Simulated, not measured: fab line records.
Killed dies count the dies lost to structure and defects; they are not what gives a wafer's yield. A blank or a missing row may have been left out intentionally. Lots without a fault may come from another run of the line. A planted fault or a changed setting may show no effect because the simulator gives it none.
A struck lot beside a sound one :: flow n5 finfet :: 31 steps out of a route of 1938
Sound: wafers L823.1, L823.4, L823.6. The struck wafers were L812.3, L812.4, L812.6. The cause is named last.
Each step with rows lists, per side, the tool, then ch with its chambers, then its first start. Under that, the readings that differ: sound wafers :: struck wafers :: difference of the means :: sigmas: that difference in standard deviations of wafers without a fault.
alike: readings with means less than 2 such deviations apart, plus words and numbers identical on both sides. not compared: withheld readings, readings lacking a value on some wafer, bounds such as >300 that could conceal the same value, and numbers that have no deviation in the record and whose values overlap.
A row with sigmas, a row that says differs or no value, or rows on one side alone: a step with any of these is where the two part. Numbers that don't overlap but have no deviation are shown without sigmas and don't part them. A reading that every wafer of one side lacks parts them only if that side has two wafers or more.

first, 10 steps without rows for these wafers: N5_FIN_CUT_STRIP_22 (strips in N2/H2); N5_FIN_CUT_PRECLEAN_36 (cleans in O3/DIW, time 60 s); N5_FIN_CUT_SRD_32 (time 30 s); N5_FIN_CUT_UV_OZONE_34 (time 120 s); N5_STI_FIN_REVEAL_ALD_00 (deposits SiO2, target thk 1 nm, pulse time 1 s); N5_STI_FIN_REVEAL_ALD_14 (deposits Si3N4, target thk 3 nm); N5_STI_FIN_REVEAL_FCVD_FILL_01 (material SiO2 flowable, target thk 312 nm, time 512.2 s); N5_STI_FIN_REVEAL_DENSIFY_02 (time 1800 s); N5_STI_FIN_REVEAL_CMP_04 (polishes, stops on Si3N4, t overpolish 4 s, target thk 131.83 nm); N5_STI_FIN_REVEAL_DENSIFY_30.
N5_STI_FIN_REVEAL_ETCHBACK_08: etches SiO2 in C4F6/O2, target depth 30.5 nm, time 10.167 s.
  sound on rie diel-05 ch 1,2,3, day 7 22:29; struck on rie diel-04 ch 0,3, day 5 05:47
  no value came back on the struck wafers for any of 7 readings (C4F6_flow_sccm (sccm), O2_flow_sccm (sccm) and others); on the sound wafers C4F6_flow_sccm (sccm) reads 9.91 9.95 9.99
  not compared: rf hours counter h
then, 16 steps without rows for these wafers: N5_STI_FIN_REVEAL_STRIP_24 (strips in N2/H2, time 90 s); N5_STI_FIN_REVEAL_PRECLEAN_25 (cleans in SPM, time 90 s); N5_STI_FIN_REVEAL_PRECLEAN_26 (cleans in SC1, time 45 s); N5_STI_FIN_REVEAL_PRECLEAN_29 (cleans in DHF, time 30 s); N5_STI_FIN_REVEAL_SRD_12 (time 30 s); N5_STI_FIN_REVEAL_RECESS_09 (chemistry HF/NH3, target SiO2, afs cycles 11, target depth 42.5 nm, sublimation time 60 s); N5_STI_FIN_REVEAL_STRIP_16 (strips SiNx in H3PO4, target depth 23.8 nm); N5_STI_FIN_REVEAL_PRECLEAN_17 (cleans in NF3:NH3, afs cycles 1, time 20 s, sublimation time 60 s); N5_STI_FIN_REVEAL_ETCH_34 (etches Si in H2, material Si, target depth 0.97 nm); N5_STI_FIN_REVEAL_OXIDATION_31 (chemistry O2 PLASMA REMOTE, time 20 s); N5_STI_FIN_REVEAL_PRECLEAN_32 (cleans in NF3:NH3, afs cycles 1, time 20 s, sublimation time 60 s); N5_STI_FIN_REVEAL_STRIP_35 (strips Si3N4 in H3PO4, target depth 4 nm, time 39 s); N5_STI_FIN_REVEAL_SRD_21 (time 30 s); N5_STI_FIN_REVEAL_OXIDATION_33 (chemistry O2 PLASMA REMOTE, time 20 s); N5_STI_FIN_REVEAL_CLEAN_19 (cleans in O3/DIW, time 120 s); N5_STI_FIN_REVEAL_SRD_23 (time 30 s).
N5_STI_FIN_REVEAL_FIN_H_MEAS_10:
  sound on ocd-01, day 8 01:26; struck on ocd-02, day 5 08:46
reading: trench depth nm (nm)
sound: 52.3 52.2 51.9
struck: 21.2 21.5 21.5
difference: -30.7
sigmas: -61
then, 1 step without rows for these wafers: N5_STI_FIN_REVEAL_PRECLEAN_18 (cleans in SC2, time 45 s).
N5_BEOL_M4_RC_MEAS_101:
  the record has rows for the sound wafers here (prober-01 ch 0, day 13 19:02) and none for the struck ones
-- the record jumps here: 11 days lie between the struck wafers' starts before and after (it left off in module BEOL_M4 and takes up again in module PASSIVATION, whose first step shown is number 1936 of the route) --
N5_PASSIVATION_PROBE_49:
  the record has rows for the struck wafers here (prober-02, day 16 01:29) and none for the sound ones

== WHERE THEY PART ==
Earliest at N5_STI_FIN_REVEAL_ETCHBACK_08; latest, in this record, at N5_PASSIVATION_PROBE_49.

WHY: whatever the simulator had introduced
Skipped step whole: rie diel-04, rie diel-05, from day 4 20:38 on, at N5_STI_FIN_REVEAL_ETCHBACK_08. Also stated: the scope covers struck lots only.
